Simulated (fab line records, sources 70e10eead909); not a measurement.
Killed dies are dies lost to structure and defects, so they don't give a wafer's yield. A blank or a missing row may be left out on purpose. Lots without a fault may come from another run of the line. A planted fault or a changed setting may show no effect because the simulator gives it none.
fab line records | flow nand_harc
record lots=13 wafers=37 last_day=33
route steps=1302 shown A_BONDPAD@1227 HYBRID_BOND@1237
lots that met no fault: from a run of the same line without faults
start_h: hours from the record's first day to the start of the lot's first wafer shown | wait_h: hours since the lot's step before | " the same as in the row above | L1.1+2: a row that stands for several wafers | - no value, or no start given | * or withheld: withheld | < > ~ a bound
route shown NAME@n: a module of which the file shows steps, and the number in the route of the first | usual: mean/standard deviation of fault-free wafers | same: alike in all rows | chamber/n: place in a boat | sites: the reading at each site | _std_site: their standard deviation | _edge_site: outer sites' mean less inner sites' | radius_mm: how far each site lies from the wafer's centre | mask NAME#n: copy n | behind: the tool/chamber that last shaped the wafer | hold: why the lot was held/for how many hours/how that ended | device: the transistor (n, p or np) that didn't switch | end of line: the same wafers' tests at the end of the route | a step without rows: its recipe alone | killed: dies lost to structure and defects at the first sort, not the wafer's yield | map: a wafer's dies, x killed, . not, _ none there
set.NAME: the setting as run; set.NAME@STEP: as run at that earlier step | model.NAME: the simulator's own value behind a step, which no gauge read
steps of the route over a sample of lots; a table a step, a row a wafer
services: from which hour (start_h, from the record's first day; less than 0 if before it) a tool's chamber was out of use, for how many hours, and why
## steps
# step NHARC_A_BONDPAD_PVD_17
# recipe target_thk_a=50 bias_v=168.6 power_w=15000 chamber_pressure_pa=0.12 time_s=8.06 substrate_temp_c=50 material=TaN
# usual throttle_valve_pct=29.7/0.66
# columns lot.wafer tool chamber start_h wait_h throttle_valve_pct
L791.2 pvd_sputter-02 - - - 29.9
L791.4 " - " " 29.8
L791.6 " - " " 29.0
L789.1 pvd_sputter-03 - - - 30.9
L789.6 " - " " 31.1
L789.5 " - " " 29.1
L792.1 pvd_sputter-03 - - - 30.9
L792.4 " - " " 29.8
L792.3 " - " " 30.9
L797.2 pvd_sputter-03 - - - 30.9
L797.1 " - " " 30.7
L797.5 " - " " 31.0
L795.2 pvd_sputter-03 - - - 31.0
L795.3 " - " " 29.0
L795.5 " - " " 31.0
L796.2 pvd_sputter-01 - - - 29.3
L796.4 " - " " 29.7
L796.6 " - " " 29.6
L798.4 pvd_sputter-01 - - - 28.8
L798.2 " - " " 29.6
L798.6 " - " " 29.2
L801.3 pvd_sputter-01 - - - 29.7
L806.2 pvd_sputter-01 - - - 29.9
L806.4 " - " " 30.6
L806.6 " - " " 29.8
L808.2 pvd_sputter-02 - - - 29.2
L808.4 " - " " 29.4
L808.1 " - " " 29.5
L809.2 pvd_sputter-01 - - - 30.1
L809.1 " - " " 30.2
L809.6 " - " " 29.7
L810.3 pvd_sputter-03 - - - 31.0
L810.4 " - " " 28.9
L810.6 " - " " 31.0
L812.3 pvd_sputter-03 - - - 29.1
L812.4 " - " " 28.9
L812.5 " - " " 30.7
# step NHARC_A_BONDPAD_PVD_27
# recipe target_thk_a=300 chamber_pressure_pa=5 power_w=5000 substrate_temp_c=30 time_s=20.49 material=Cu
# usual throttle_valve_pct=29.7/0.63
# columns lot.wafer tool chamber start_h wait_h throttle_valve_pct
L791.4 pvd_sputter-02 - - - 29.4
L791.2 " - " " 30.0
L791.6 " - " " 29.2
L789.1 pvd_sputter-03 - - - 29.8
L789.6 " - " " 28.9
L789.5 " - " " 30.7
L792.3 pvd_sputter-03 - - - 29.1
L792.1 " - " " 30.5
L792.4 " - " " 31.0
L797.1 pvd_sputter-03 - - - 31.0
L797.2 " - " " 29.1
L797.5 " - " " 29.9
L795.2 pvd_sputter-03 - - - 30.5
L795.3 " - " " 29.6
L795.5 " - " " 29.6
L796.4 pvd_sputter-01 - - - 29.6
L796.2 " - " " 30.3
L796.6 " - " " 29.7
L798.4 pvd_sputter-01 - - - 28.8
L798.2 " - " " 29.9
L798.6 " - " " 29.8
L801.3 pvd_sputter-01 - - - 29.7
L806.2 pvd_sputter-01 - - - 29.6
L806.4 " - " " 29.0
L806.6 " - " " 29.8
L808.4 pvd_sputter-02 - - - 28.9
L808.2 " - " " 29.3
L808.1 " - " " 29.9
L809.1 pvd_sputter-01 - - - 30.0
L809.2 " - " " 30.1
L809.6 " - " " 29.7
L810.3 pvd_sputter-03 - - - 30.5
L810.4 " - " " 30.9
L810.6 " - " " 30.8
L812.3 pvd_sputter-03 - - - 30.7
L812.4 " - " " 29.0
L812.5 " - " " 30.6
# step NHARC_HYBRID_BOND_ACTIVATE_00
# recipe time_s=60 n2_flow_sccm=200 ar_flow_sccm=0 bias_power_w=0 chemistry=N2
# usual drypump_motor_current_A=5.7/0.52 n2_flow_sccm=200.0/0.6 oes_product_au=1.000/0.011 rf_vpp_V=64.1/0.89 run_length_s=81.7/0.48 showerhead_plenum_p_Torr=1.78/0.065
# columns lot.wafer tool chamber start_h wait_h drypump_motor_current_A n2_flow_sccm oes_product_au rf_hours_counter_h rf_vpp_V run_length_s showerhead_plenum_p_Torr
L791.4 rie_diel-09 1 553.41 0.1 6.3 199.2 1.000 5 63.6 81.9 1.84
L791.2 " 3 " " 4.9 200.0 1.006 5 64.5 81.8 1.75
L791.6 " 0 " " 5.6 199.9 0.993 - 63.9 81.5 1.83
L789.1 rie_diel-07 0 555.20 0.1 5.7 200.4 1.011 23 62.8 82.0 1.70
L789.5 " 0 " " 5.8 200.4 1.013 - 64.0 82.0 1.70
L789.6 " 1 " " 6.6 199.3 0.995 - 63.3 81.2 1.83
L792.1 rie_diel-09 1 556.00 0.1 6.3 200.6 1.008 5 64.1 81.7 1.84
L792.4 " 2 " " 5.7 200.3 0.997 6 64.4 82.0 1.86
L792.3 " 3 " " 4.8 199.6 0.984 5 65.3 82.0 1.75
L797.1 rie_diel-09 0 600.10 0.1 5.7 199.3 0.985 10 64.8 81.6 1.83
L797.2 " 2 " " 5.7 199.3 0.987 10 64.5 82.7 1.85
L797.5 " 0 " " 5.7 200.3 0.984 - 64.7 81.5 1.83
L795.2 rie_diel-09 1 602.13 0.1 6.3 199.4 0.996 11 66.2 81.8 1.84
L795.3 " 2 " " 5.7 199.5 0.983 10 64.2 81.8 1.85
L795.5 " 0 " " 5.6 199.7 0.989 - 63.6 81.8 1.83
L796.2 rie_diel-03 2 609.02 0.1 6.2 199.9 1.005 47 63.7 80.6 1.72
L796.4 " 0 " " 6.4 201.0 1.009 51 63.1 80.7 1.63
L796.6 " 3 " " 6.0 200.2 1.007 - 63.3 81.7 1.76
L798.2 rie_diel-07 1 623.62 0.1 6.6 200.3 1.001 44 65.0 81.3 1.82
L798.4 " 3 " " 5.7 199.8 1.005 45 66.0 82.2 1.90
L798.6 " 0 " " 5.7 200.2 0.998 - 63.8 81.6 1.69
L801.3 rie_diel-09 2 654.90 0.1 5.7 200.4 0.990 15 64.3 79.7 1.85
L806.2 rie_diel-09 1 716.61 0.1 6.3 200.4 1.009 4 64.3 82.2 1.84
L806.4 " 2 " " 5.7 200.2 0.997 4 62.8 82.0 1.85
L806.6 " 0 " " 5.6 199.9 0.997 - 65.1 81.6 1.82
L808.4 rie_diel-07 1 721.78 0.1 6.6 201.0 1.022 18 64.2 81.8 1.81
L808.2 " 2 " " 5.9 200.0 1.019 19 63.9 81.1 1.69
L808.1 " 3 " " 5.7 200.1 1.003 14 63.8 81.5 1.90
L809.1 rie_diel-09 1 734.79 0.1 6.3 200.9 1.015 6 64.7 81.9 1.84
L809.2 " 2 " " 5.7 200.1 0.989 5 63.9 82.4 1.85
L809.6 " 0 " " 5.7 200.4 1.004 - 63.7 81.6 1.82
L810.4 rie_diel-09 3 740.23 0.1 4.9 201.2 0.981 5 65.4 82.7 1.74
L810.3 " 0 " " 5.6 199.1 0.999 6 63.8 81.6 1.82
L810.6 " 0 " " 5.6 200.3 1.008 - 64.5 82.0 1.82
L812.3 rie_diel-09 3 772.06 0.1 4.9 201.0 0.996 8 64.1 82.0 1.74
L812.4 " 0 " " 5.7 199.7 0.996 8 65.3 81.9 1.82
L812.5 " 3 " " 4.9 199.8 0.986 - 65.3 82.0 1.74
# step NHARC_HYBRID_BOND_OVL_MEAS_05
# usual overlay_x_nm=1/33 overlay_y_nm=-1/36
# columns lot.wafer tool chamber start_h wait_h overlay_x_nm overlay_y_nm
L789.1 overlay-01 - 562.82 0.4 -87 17
L789.5 " - " " -15 18
L789.6 " - " " -19 42
L791.2 overlay-02 - 562.82 0.4 3 -20
L791.4 " - " " -28 -13
L791.6 " - " " -9 -15
L792.1 overlay-02 - 562.83 0.4 47 -78
L792.3 " - " " -54 50
L792.4 " - " " 6 21
L797.1 overlay-01 - 608.07 0.4 -4 31
L797.2 " - " " 7 30
L797.5 " - " " 50 -24
L795.2 overlay-02 - 614.23 0.4 3 27
L795.3 " - " " 48 6
L795.5 " - " " 24 -10
L796.2 overlay-02 - 618.42 0.4 16 -17
L796.4 " - " " -23 51
L796.6 " - " " 7 -16
L798.2 overlay-02 - 633.17 0.4 -8 -6
L798.4 " - " " 21 -16
L798.6 " - " " 12 32
L801.3 overlay-01 - 664.29 0.4 2 -3
L806.2 overlay-01 - 723.92 0.4 -52 -22
L806.4 " - " " -20 -32
L806.6 " - " " 23 -100
L808.1 overlay-02 - 731.24 0.4 40 -41
L808.2 " - " " -7 -12
L808.4 " - " " -44 73
L809.1 overlay-02 - 747.17 0.4 -16 16
L809.2 " - " " -38 78
L809.6 " - " " 43 -7
L810.3 overlay-02 - 753.86 0.4 -38 17
L810.4 " - " " 50 -45
L810.6 " - " " 31 72
L812.3 overlay-01 - 781.36 0.4 30 -18
L812.4 " - " " 42 14
L812.5 " - " " 109 31
## services
# columns tool chamber start_h hours kind
rie_diel-09 0 530.60 - clean
rie_diel-09 1 530.60 - clean
rie_diel-09 2 530.60 - clean
rie_diel-03 3 543.77 2.2 repair
rie_diel-03 3 547.88 7.5 repair
pvd_sputter-01 - 550.87 30.4 repair
rie_diel-03 2 570.41 4.8 repair
pvd_sputter-03 - 577.88 4.2 repair
pvd_sputter-01 - 582.36 10.0 pm
rie_diel-09 2 586.34 4.2 repair
pvd_sputter-02 - 613.74 2.8 repair
rie_diel-03 - 635.53 9.0 pm
pvd_sputter-03 - 637.09 2.3 repair
pvd_sputter-02 - 638.00 10.0 pm
rie_diel-07 - 648.54 9.0 pm
rie_diel-09 - 655.52 0.5 repair
rie_diel-03 0 663.50 44.1 repair
rie_diel-07 3 663.73 17.6 repair
rie_diel-09 - 674.10 9.0 pm
pvd_sputter-03 - 704.00 10.0 pm
rie_diel-09 3 710.57 5.2 repair
pvd_sputter-02 - 712.31 6.9 repair
rie_diel-09 - 736.02 0.7 repair
pvd_sputter-01 - 760.36 10.0 pm
## key
first_sign step=NHARC_HYBRID_BOND_ACTIVATE_00 reading=run_length_s direction=down sigmas=4 usual=* struck=*
effect none on later readings
met_at NHARC_HYBRID_BOND_ACTIVATE_00
struck_lots L801
struck_wafers L801.3
sort_left_out L801.3
not_acting_at NHARC_A_BONDPAD_PVD_17,NHARC_A_BONDPAD_PVD_27,NHARC_HYBRID_BOND_OVL_MEAS_05
onset_between 602.13 654.90
fault kind=process_parameter_drift tool=rie_diel-09 chamber=- onset_h=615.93 steps=NHARC_HYBRID_BOND_ACTIVATE_00 channel=time_s offset=* shape=step end_h=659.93 scope=struck_wafers_only acts_in=* stated=*
# sort_left_out: the simulated sort isn't trusted on such a fault, so these wafers' sort isn't shown, and their yield isn't known
